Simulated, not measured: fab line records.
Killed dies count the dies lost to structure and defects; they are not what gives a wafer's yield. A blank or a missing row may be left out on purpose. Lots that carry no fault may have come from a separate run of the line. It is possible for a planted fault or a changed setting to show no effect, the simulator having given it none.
Which tool did it? / flow nandHarc / 33 wafers from 11 lots sampled at 7 of the route's 1302 steps

WHAT EACH GAUGE READ, for each wafer
NHARC_P_STI_CD_MEAS_09 targets a cd of 200 nm.
lot=L968; measured=day 2 19:48; on=cdSem-01; cdNm (nm)=201.6 200.2 199.8
lot=L971; measured=day 4 03:32; on=cdSem-03; cdNm (nm)=222.5 221.5 221.1
lot=L981; measured=day 8 05:08; on=cdSem-03; cdNm (nm)=198.9 198.1 199.5
lot=L982; measured=day 8 15:58; on=cdSem-01; cdNm (nm)=201.0 200.4 199.9
lot=L983; measured=day 9 00:35; on=cdSem-03; cdNm (nm)=200.3 200.1 201.4
lot=L984; measured=day 9 11:10; on=cdSem-01; cdNm (nm)=197.8 199.1 199.2
lot=L985; measured=day 9 19:47; on=cdSem-02; cdNm (nm)=197.9 201.1 195.5
lot=L986; measured=day 10 06:32; on=cdSem-03; cdNm (nm)=199.7 201.1 199.6
lot=L987; measured=day 10 16:56; on=cdSem-02; cdNm (nm)=200.9 199.5 202.1
lot=L989; measured=day 11 14:19; on=cdSem-03; cdNm (nm)=196.4 197.3 195.5
lot=L991; measured=day 12 08:14; on=cdSem-01; cdNm (nm)=200.6 200.3 200.7

NHARC_P_STI_OCD_MEAS_17.
lot=L968; measured=day 2 20:37; on=ocd-01; trenchDepthNm (nm)=299.8 293.5 295.4; trenchFootCdNm (nm)=160.0 160.1 159.2
lot=L971; measured=day 4 04:20; on=ocd-02; trenchDepthNm (nm)=300.3 300.8 301.9; trenchFootCdNm (nm)=180.7 179.4 179.7
lot=L981; measured=day 8 05:58; on=ocd-02; trenchDepthNm (nm)=299.8 297.1 301.0; trenchFootCdNm (nm)=156.9 156.1 156.8
lot=L982; measured=day 8 16:44; on=ocd-02; trenchDepthNm (nm)=302.9 303.3 306.4; trenchFootCdNm (nm)=159.0 157.5 156.7
lot=L983; measured=day 9 01:23; on=ocd-02; trenchDepthNm (nm)=304.2 303.4 306.2; trenchFootCdNm (nm)=157.7 158.4 158.6
lot=L984; measured=day 9 11:58; on=ocd-01; trenchDepthNm (nm)=299.8 303.3 301.4; trenchFootCdNm (nm)=155.2 157.0 157.1
lot=L985; measured=day 9 20:34; on=ocd-02; trenchDepthNm (nm)=298.7 298.4 298.5; trenchFootCdNm (nm)=155.9 159.0 154.1
lot=L986; measured=day 10 07:19; on=ocd-02; trenchDepthNm (nm)=300.0 302.7 301.2; trenchFootCdNm (nm)=158.1 159.0 157.7
lot=L987; measured=day 10 17:43; on=ocd-01; trenchDepthNm (nm)=301.4 302.3 301.8; trenchFootCdNm (nm)=158.6 157.2 159.7
lot=L989; measured=day 11 15:08; on=ocd-02; trenchDepthNm (nm)=298.6 302.9 299.2; trenchFootCdNm (nm)=154.6 155.1 153.8
lot=L991; measured=day 12 09:01; on=ocd-02; trenchDepthNm (nm)=301.1 302.3 301.2; trenchFootCdNm (nm)=159.2 157.7 158.9

NHARC_END_SORT_01.
lot=L971; measured=day 25 06:49; on=prober-02; killedAtArray=87 90 68; killedAtOther=0 0 0; killedAtPeriphery=6 5 15; killedDies=93 95 83; killedOpen=5 4 2; killedShort=3 6 5
lot=L981; measured=day 29 10:23; on=prober-02; killedAtArray=46 58 46; killedAtOther=0 0 0; killedAtPeriphery=12 1 6; killedDies=58 59 52; killedOpen=5 4 2; killedShort=2 1 0
lot=L982; measured=day 30 02:50; on=prober-01; killedAtArray=50 60 63; killedAtOther=1 1 5; killedAtPeriphery=1 3 1; killedDies=52 64 69; killedOpen=3 2 3; killedShort=1 2 2
lot=L983; measured=day 30 02:01; on=prober-02; killedAtArray=61 57 64; killedAtOther=0 0 0; killedAtPeriphery=5 3 3; killedDies=66 60 67; killedOpen=5 4 5; killedShort=4 0 6
lot=L991; measured=day 34 14:34; on=prober-01; killedAtArray=58 63 45; killedAtOther=0 0 2; killedAtPeriphery=0 4 3; killedDies=58 67 50; killedOpen=2 2 6; killedShort=2 4 1

WHAT TOOL EACH LOT RAN ON (gives the tool, then ch and the chambers of the sampled wafers, and finally the start)
lot=L968; NHARC_P_ZERO_WELL_ETCH_63=rieSi-06 ch 0,1,2, day 1 21:47; NHARC_P_ZERO_WELL_DESCUM_39=rieDiel-04 ch 0,1,2, day 2 01:59; NHARC_P_ZERO_WELL_DESCUM_54=rieDiel-04 ch 0,1,2, day 2 03:31; NHARC_P_STI_EXPOSE_06=krfScanner-01 ch 0, day 2 19:39
lot=L971; NHARC_P_ZERO_WELL_ETCH_63=rieSi-04 ch 0,1,2, day 3 03:35; NHARC_P_ZERO_WELL_DESCUM_39=rieDiel-04 ch 0,2,3, day 3 06:26; NHARC_P_ZERO_WELL_DESCUM_54=rieDiel-02 ch 0,2,3, day 3 08:06; NHARC_P_STI_EXPOSE_06=krfScanner-01 ch 0, day 4 03:23
lot=L981; NHARC_P_ZERO_WELL_ETCH_63=rieSi-06 ch 1,2, day 7 08:08; NHARC_P_ZERO_WELL_DESCUM_39=rieDiel-04 ch 0,1, day 7 10:35; NHARC_P_ZERO_WELL_DESCUM_54=rieDiel-04 ch 1,3, day 7 12:15; NHARC_P_STI_EXPOSE_06=krfScanner-01 ch 0, day 8 04:59
lot=L982; NHARC_P_ZERO_WELL_ETCH_63=rieSi-06 ch 0,2, day 7 17:35; NHARC_P_ZERO_WELL_DESCUM_39=rieDiel-11 ch 1,2,3, day 7 20:19; NHARC_P_ZERO_WELL_DESCUM_54=rieDiel-02 ch 0,1,2, day 7 21:49; NHARC_P_STI_EXPOSE_06=krfScanner-01 ch 0, day 8 15:49
lot=L983; NHARC_P_ZERO_WELL_ETCH_63=rieSi-03 ch 0,1,2, day 8 03:41; NHARC_P_ZERO_WELL_DESCUM_39=rieDiel-04 ch 0,1,2, day 8 06:37; NHARC_P_ZERO_WELL_DESCUM_54=rieDiel-04 ch 1,2,3, day 8 08:14; NHARC_P_STI_EXPOSE_06=krfScanner-01 ch 0, day 9 00:26
lot=L984; NHARC_P_ZERO_WELL_ETCH_63=rieSi-06 ch 0,2,3, day 8 13:41; NHARC_P_ZERO_WELL_DESCUM_39=rieDiel-02 ch 2,3, day 8 16:35; NHARC_P_ZERO_WELL_DESCUM_54=rieDiel-02 ch 0,2,3, day 8 18:21; NHARC_P_STI_EXPOSE_06=krfScanner-02 ch 0, day 9 11:01
lot=L985; NHARC_P_ZERO_WELL_ETCH_63=rieSi-06 ch 0,2,3, day 8 23:40; NHARC_P_ZERO_WELL_DESCUM_39=rieDiel-02 ch 0,2,3, day 9 02:15; NHARC_P_ZERO_WELL_DESCUM_54=rieDiel-11 ch 0,1,3, day 9 03:47; NHARC_P_STI_EXPOSE_06=krfScanner-02 ch 0, day 9 19:38
lot=L986; NHARC_P_ZERO_WELL_ETCH_63=rieSi-03 ch 1,2,3, day 9 09:32; NHARC_P_ZERO_WELL_DESCUM_39=rieDiel-02 ch 0,1,3, day 9 12:07; NHARC_P_ZERO_WELL_DESCUM_54=rieDiel-04 ch 1,2,3, day 9 13:40; NHARC_P_STI_EXPOSE_06=krfScanner-04 ch 0, day 10 06:24
lot=L987; NHARC_P_ZERO_WELL_ETCH_63=rieSi-04 ch 1,3, day 9 19:40; NHARC_P_ZERO_WELL_DESCUM_39=rieDiel-02 ch 2,3, day 9 22:17; NHARC_P_ZERO_WELL_DESCUM_54=rieDiel-02 ch 0,1,3, day 9 23:54; NHARC_P_STI_EXPOSE_06=krfScanner-02 ch 0, day 10 16:47
lot=L989; NHARC_P_ZERO_WELL_ETCH_63=rieSi-04 ch 0,2,3, day 10 15:32; NHARC_P_ZERO_WELL_DESCUM_39=rieDiel-04 ch 0,1,3, day 10 19:20; NHARC_P_ZERO_WELL_DESCUM_54=rieDiel-02 ch 1,2,3, day 10 20:58; NHARC_P_STI_EXPOSE_06=krfScanner-01 ch 0, day 11 14:10
lot=L991; NHARC_P_ZERO_WELL_ETCH_63=rieSi-03 ch 1,2,3, day 11 11:40; NHARC_P_ZERO_WELL_DESCUM_39=rieDiel-04 ch 0,1,2, day 11 14:22; NHARC_P_ZERO_WELL_DESCUM_54=rieDiel-02 ch 1,2,3, day 11 16:02; NHARC_P_STI_EXPOSE_06=krfScanner-01 ch 0, day 12 08:05
- NHARC_P_ZERO_WELL_ETCH_63: etches the open film in HBr/Cl2, target depth 120 nm, time 40.1 s.
- NHARC_P_ZERO_WELL_DESCUM_39: chemistry O2, time 3 s.
- NHARC_P_ZERO_WELL_DESCUM_54: chemistry O2, time 3 s.
- NHARC_P_STI_EXPOSE_06: exposes mask P STI, target cd 200 nm.

WHAT THE TOOLS THEMSELVES READ (means of the sampled wafers that have a number; where no wafer has one, the mark that the record gives instead)
NHARC_P_ZERO_WELL_ETCH_63.
lot=L968; tool=rieSi-06; biasW (W)=100.1; drypumpMotorCurrentA (A)=5.7; oesProductAu (a.u.)=1.001; throttleValvePct (%)=26.404
lot=L971; tool=rieSi-04; biasW (W)=100.2; drypumpMotorCurrentA (A)=6.0; oesProductAu (a.u.)=0.995; throttleValvePct (%)=26.400
lot=L981; tool=rieSi-06; biasW (W)=99.9; drypumpMotorCurrentA (A)=5.5; oesProductAu (a.u.)=0.999; throttleValvePct (%)=26.402
lot=L982; tool=rieSi-06; biasW (W)=100.0; drypumpMotorCurrentA (A)=5.5; oesProductAu (a.u.)=0.990; throttleValvePct (%)=26.410
lot=L983; tool=rieSi-03; biasW (W)=100.1; drypumpMotorCurrentA (A)=5.4; oesProductAu (a.u.)=0.999; throttleValvePct (%)=26.407
lot=L984; tool=rieSi-06; biasW (W)=99.8; drypumpMotorCurrentA (A)=5.5; oesProductAu (a.u.)=1.003; throttleValvePct (%)=26.405
lot=L985; tool=rieSi-06; biasW (W)=100.1; drypumpMotorCurrentA (A)=5.6; oesProductAu (a.u.)=0.998; throttleValvePct (%)=26.406
lot=L986; tool=rieSi-03; biasW (W)=100.1; drypumpMotorCurrentA (A)=5.6; oesProductAu (a.u.)=1.007; throttleValvePct (%)=26.414
lot=L987; tool=rieSi-04; biasW (W)=100.4; drypumpMotorCurrentA (A)=5.9; oesProductAu (a.u.)=1.002; throttleValvePct (%)=26.409
lot=L989; tool=rieSi-04; biasW (W)=99.7; drypumpMotorCurrentA (A)=5.9; oesProductAu (a.u.)=1.002; throttleValvePct (%)=26.400
lot=L991; tool=rieSi-03; biasW (W)=100.2; drypumpMotorCurrentA (A)=5.6; oesProductAu (a.u.)=0.993; throttleValvePct (%)=26.403

NHARC_P_ZERO_WELL_DESCUM_39.
lot=L968; tool=rieDiel-04; drypumpMotorCurrentA (A)=5.77; oesProductAu (a.u.)=1.003; rfVppV (V)=58.1; showerheadPlenumPTorr (Torr)=2.01; throttleValvePct (%)=11.314
lot=L971; tool=rieDiel-04; drypumpMotorCurrentA (A)=5.50; oesProductAu (a.u.)=1.004; rfVppV (V)=58.7; showerheadPlenumPTorr (Torr)=1.97; throttleValvePct (%)=11.312
lot=L981; tool=rieDiel-04; drypumpMotorCurrentA (A)=5.69; oesProductAu (a.u.)=1.006; rfVppV (V)=58.6; showerheadPlenumPTorr (Torr)=2.00; throttleValvePct (%)=11.313
lot=L982; tool=rieDiel-11; drypumpMotorCurrentA (A)=5.77; oesProductAu (a.u.)=0.996; rfVppV (V)=57.4; showerheadPlenumPTorr (Torr)=1.89; throttleValvePct (%)=11.313
lot=L983; tool=rieDiel-04; drypumpMotorCurrentA (A)=5.74; oesProductAu (a.u.)=1.006; rfVppV (V)=58.1; showerheadPlenumPTorr (Torr)=1.99; throttleValvePct (%)=11.310
lot=L984; tool=rieDiel-02; drypumpMotorCurrentA (A)=5.50; oesProductAu (a.u.)=0.978; rfVppV (V)=58.8; showerheadPlenumPTorr (Torr)=1.94; throttleValvePct (%)=11.310
lot=L985; tool=rieDiel-02; drypumpMotorCurrentA (A)=5.62; oesProductAu (a.u.)=0.987; rfVppV (V)=58.0; showerheadPlenumPTorr (Torr)=1.89; throttleValvePct (%)=11.306
lot=L986; tool=rieDiel-02; drypumpMotorCurrentA (A)=5.54; oesProductAu (a.u.)=0.995; rfVppV (V)=57.3; showerheadPlenumPTorr (Torr)=1.95; throttleValvePct (%)=11.303
lot=L987; tool=rieDiel-02; drypumpMotorCurrentA (A)=5.75; oesProductAu (a.u.)=0.992; rfVppV (V)=58.2; showerheadPlenumPTorr (Torr)=1.91; throttleValvePct (%)=11.298
lot=L989; tool=rieDiel-04; drypumpMotorCurrentA (A)=5.43; oesProductAu (a.u.)=1.003; rfVppV (V)=59.0; showerheadPlenumPTorr (Torr)=1.96; throttleValvePct (%)=11.314
lot=L991; tool=rieDiel-04; drypumpMotorCurrentA (A)=5.73; oesProductAu (a.u.)=0.997; rfVppV (V)=58.3; showerheadPlenumPTorr (Torr)=1.99; throttleValvePct (%)=11.312

NHARC_P_ZERO_WELL_DESCUM_54.
lot=L968; tool=rieDiel-04; drypumpMotorCurrentA (A)=5.75; oesProductAu (a.u.)=0.997; rfVppV (V)=59.0; showerheadPlenumPTorr (Torr)=2.01; throttleValvePct (%)=11.317
lot=L971; tool=rieDiel-02; drypumpMotorCurrentA (A)=5.62; oesProductAu (a.u.)=0.993; rfVppV (V)=57.6; showerheadPlenumPTorr (Torr)=1.90; throttleValvePct (%)=11.305
lot=L981; tool=rieDiel-04; drypumpMotorCurrentA (A)=5.23; oesProductAu (a.u.)=1.015; rfVppV (V)=57.3; showerheadPlenumPTorr (Torr)=1.93; throttleValvePct (%)=11.308
lot=L982; tool=rieDiel-02; drypumpMotorCurrentA (A)=5.80; oesProductAu (a.u.)=1.004; rfVppV (V)=58.0; showerheadPlenumPTorr (Torr)=1.92; throttleValvePct (%)=11.312
lot=L983; tool=rieDiel-04; drypumpMotorCurrentA (A)=5.54; oesProductAu (a.u.)=1.015; rfVppV (V)=58.4; showerheadPlenumPTorr (Torr)=1.96; throttleValvePct (%)=11.306
lot=L984; tool=rieDiel-02; drypumpMotorCurrentA (A)=5.63; oesProductAu (a.u.)=0.995; rfVppV (V)=57.5; showerheadPlenumPTorr (Torr)=1.89; throttleValvePct (%)=11.306
lot=L985; tool=rieDiel-11; drypumpMotorCurrentA (A)=5.60; oesProductAu (a.u.)=0.994; rfVppV (V)=57.5; showerheadPlenumPTorr (Torr)=1.90; throttleValvePct (%)=11.311
lot=L986; tool=rieDiel-04; drypumpMotorCurrentA (A)=5.55; oesProductAu (a.u.)=1.001; rfVppV (V)=57.7; showerheadPlenumPTorr (Torr)=1.96; throttleValvePct (%)=11.306
lot=L987; tool=rieDiel-02; drypumpMotorCurrentA (A)=5.55; oesProductAu (a.u.)=1.000; rfVppV (V)=57.9; showerheadPlenumPTorr (Torr)=1.95; throttleValvePct (%)=11.312
lot=L989; tool=rieDiel-02; drypumpMotorCurrentA (A)=5.67; oesProductAu (a.u.)=0.995; rfVppV (V)=58.5; showerheadPlenumPTorr (Torr)=1.97; throttleValvePct (%)=11.305
lot=L991; tool=rieDiel-02; drypumpMotorCurrentA (A)=5.67; oesProductAu (a.u.)=1.004; rfVppV (V)=57.2; showerheadPlenumPTorr (Torr)=1.97; throttleValvePct (%)=11.308

THE ANSWER, worked out from the rows above alone
Rule: the usual values come from the lots themselves. Put in order of their means at a reading, lots are off if they are a third of the lots or fewer, leave a main group of 4 or more, and stand apart from it by a gap of 3 or more times the standard deviation of the main group's means; of several such gaps the widest counts. The tables above print the reading to a certain number of digits; a main group whose means all agree to those digits is not used. Also off: a lot with no number at a reading for which 4 or more lots have one. All remaining lots with rows at the step are treated as sound. First the gauges in route order, then the tools' own readings, where a lot's mean is used as printed above. At the first step where some lot is off, the reading lying furthest off is the one used; lots without a number count as furthest.
Off, at NHARC_P_STI_CD_MEAS_09 on cdNm: L971. The main group: mean 199.5 nm, standard deviation 1.4.
A tool fits if, at a process step before that reading, it ran every lot that is off, and no sound lot after the first of them. The gauges at NHARC_P_STI_CD_MEAS_09 aren't tried: what is off there is off at NHARC_P_STI_OCD_MEAS_17 too, on other tools, and a gauge's error can't cause that. Of those tried, none fits.

WHAT THE SIMULATOR HAD INSERTED
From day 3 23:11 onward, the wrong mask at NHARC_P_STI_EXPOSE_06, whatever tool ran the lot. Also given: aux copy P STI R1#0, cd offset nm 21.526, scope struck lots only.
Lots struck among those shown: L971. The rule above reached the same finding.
